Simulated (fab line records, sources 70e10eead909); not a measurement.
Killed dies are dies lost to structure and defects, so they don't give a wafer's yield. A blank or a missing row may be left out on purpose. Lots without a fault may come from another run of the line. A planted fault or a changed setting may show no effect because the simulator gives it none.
Chamber matching | flow nand_harc | NHARC_P_STI_CMP_21 on cmp-02: 4 sister chambers
The step polishes, t overpolish 20 s, target thk 380.67 nm. 4 wafers are shown with their chamber, then 7 later ones without.

WAFERS WITH THEIR CHAMBER
wafer  | chamber | motor_current_A (A)
L085.4 | 0       | 12.7
L085.6 | 2       | 12.4
L086.2 | 3       | 12.1
L086.4 | 1       | 12.4

WAFERS WITHOUT THEIR CHAMBER
wafer  | motor_current_A (A)
L086.5 | 12.4
L090.2 | 11.9
L090.4 | 12.0
L090.6 | 11.6
L095.2 | 12.6
L095.5 | 11.5
L095.6 | 12.6

WHICH CHAMBER EACH WENT THROUGH
wafer  | from the rows above               | in truth
L086.5 | can't be placed: 1 or 2 or 0 or 3 | 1
L090.2 | can't be placed: 3 or 1 or 2 or 0 | 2
L090.4 | can't be placed: 3 or 1 or 2 or 0 | 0
L090.6 | can't be placed: 3 or 1 or 2 or 0 | 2
L095.2 | can't be placed: 0 or 1 or 2 or 3 | 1
L095.5 | can't be placed: 3 or 1 or 2 or 0 | 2
L095.6 | can't be placed: 0 or 1 or 2 or 3 | 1
Placed correctly: 0 of 7. Can't be placed from these rows: 7 (the true chamber is among the candidates in 7). Placed wrongly: 0.
How it was worked out, from the rows above alone: a wafer's distance from a chamber is the root of the sum, over the readings, of the square of ((its reading less the chamber's mean) divided by the reading's scatter). The wafer belongs to the nearest chamber; if the next one is less than 2 further off, it can't be placed. A chamber's mean is the mean of its shown wafers. The scatter: with one shown wafer a chamber, the root of the mean of the squares of how far each hidden wafer lies from its nearest shown one.
